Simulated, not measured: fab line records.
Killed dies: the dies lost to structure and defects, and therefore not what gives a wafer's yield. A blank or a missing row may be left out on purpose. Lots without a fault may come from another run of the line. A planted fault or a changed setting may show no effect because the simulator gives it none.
Split-lot experiment ; flow n5_finfet ; 21 wafers read from 7 lots, route of 1938 steps

== THE SPLIT ITSELF ==
At N5_BEOL_M13_ETCH_59 (etches BARC in N2/H2, target depth 89 nm, overetch 26.7 nm, time 67.9 s), the setting time_s was moved away from the recipe's 67.9 s on 6 of the 21 wafers read, by -16.0% to +19.9%. This setting was run at the recipe's value on the other wafers.

Between the split and the reading, the file records no step.

== THE READING ==
coat_of_BEOL_M13_COAT_04.thk_nm (the simulator's own value, which no gauge read), in nm, at N5_BEOL_M13_VIA_ETCH_16 (etches SiOC in C4F8/O2/Ar, target depth 921.7 nm). No usual value for it is given in the file. Across the 15 wafers here that went through the recipe, the average is 73.3 nm and the standard deviation 2.7 nm.

wafer;tool, chamber at the split;time_s as run, s;against the recipe;coat_of_BEOL_M13_COAT_04.thk_nm, nm;against lot-mates on the recipe
L083.1;rie_diel-02, 1;58.56;-13.8%;88;+13.2
L083.3;rie_diel-02, 2;58.56;-13.8%;80.8;+6.0
L083.4;rie_diel-02, 3;67.9;recipe;74.8;-
L082.1;rie_diel-05, 0;67.9;recipe;73.4;-
L082.4;rie_diel-05, 2;67.9;recipe;70.8;-
L082.5;rie_diel-05, 0;67.9;recipe;72.2;-
L084.1;rie_diel-04, 1;75.7;+11.5%;72.4;-2.6
L084.2;rie_diel-04, 0;67.9;recipe;75.8;-
L084.6;rie_diel-04, 0;67.9;recipe;74.2;-
L085.1;rie_diel-04, 2;67.9;recipe;69.8;-
L085.2;rie_diel-04, 3;57.03;-16.0%;86.2;+16.4
L085.4;rie_diel-04, 0;57.03;-16.0%;79.4;+9.6
L087.1;rie_diel-05, 2;67.9;recipe;79;-
L087.2;rie_diel-05, 0;67.9;recipe;77;-
L087.5;rie_diel-05, 1;67.9;recipe;73;-
L095.1;rie_diel-04, 3;67.9;recipe;72.8;-
L095.3;rie_diel-04, 1;67.9;recipe;69.6;-
L095.6;rie_diel-04, 2;81.4;+19.9%;53;-18.2
L097.1;rie_diel-02, 1,3;67.9;recipe;75.2;-
L097.2;rie_diel-02, 2;67.9;recipe;69;-
L097.4;rie_diel-02, 1,3;67.9;recipe;73;-
The file does not say which wafer passed through which chamber wherever a row lists several chambers: such a row stands for several wafers.

THE FIT
A straight line over all 21 wafers: coat_of_BEOL_M13_COAT_04.thk_nm changes by -0.722 nm for each +1% of time_s; r = -0.86; the points scatter about the line by 3.7 nm.
The same after taking each lot's own level away (the mean of its wafers on the recipe; 21 wafers): -0.753 nm for each +1%; r = -0.92; scatter 2.8 nm.
The reading moves by 15 nm for the largest change in time_s, on that fit.
Measured against the standard deviation above, the lots' own levels, which go from 69.80 to 76.33 nm, span 2.4 times it.
So the lot-to-lot level changes the slope little: the two slopes agree.
Check: -12.8 nm against its lot-mates is what the line predicts for one of the wafers moved furthest among these (+19.9%) when that wafer is left out of the fit. It came out at -18.2 nm against them.

== OTHER SPLITS APPLIED TO THESE WAFERS ==
Note: prior to the reading, these wafers also went through further splits. Each is held against what the fit with the lots' levels taken away leaves over:
other split on the same wafers;wafers away from the commonest value;r with coat_of_BEOL_M13_COAT_04.thk_nm (lot level and that fit taken away)
N5_BEOL_M8_EXPOSE_08 dose_mj;5;+0.36
N5_BEOL_M10_EXPOSE_25 dose_mj;6;+0.16
N5_BEOL_M10_VIA_ETCH_34 time_s;3;+0.22
N5_BEOL_M13_EXPOSE_07 dose_mj;8;-0.09

== THE WHOLE CHAIN: every reading that the file lists as answering this split, in the file's order ==
step;what it does;reading;change (the file's fit);r (the file's)
N5_BEOL_M13_ETCH_59;etches BARC in N2/H2, target depth 89 nm, overetch 26.7 nm, time 67.9 s;coat_of_BEOL_M13_COAT_04.thk_nm (the simulator's own value, which no gauge read);-0.757 nm for each +1% of the setting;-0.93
N5_BEOL_M13_VIA_ETCH_16;etches SiOC in C4F8/O2/Ar, target depth 921.7 nm;coat_of_BEOL_M13_COAT_04.thk_nm (the simulator's own value, which no gauge read);-0.752 nm for each +1% of the setting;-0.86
N5_BEOL_M13_STRIP_63;strips in N2/H2;strip_time_to_endpoint_s;withheld for each +1% of the setting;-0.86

== FILE'S OWN FIT ==
coat_of_BEOL_M13_COAT_04.thk_nm changes by -0.752 nm for each +1% of time_s, r = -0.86.
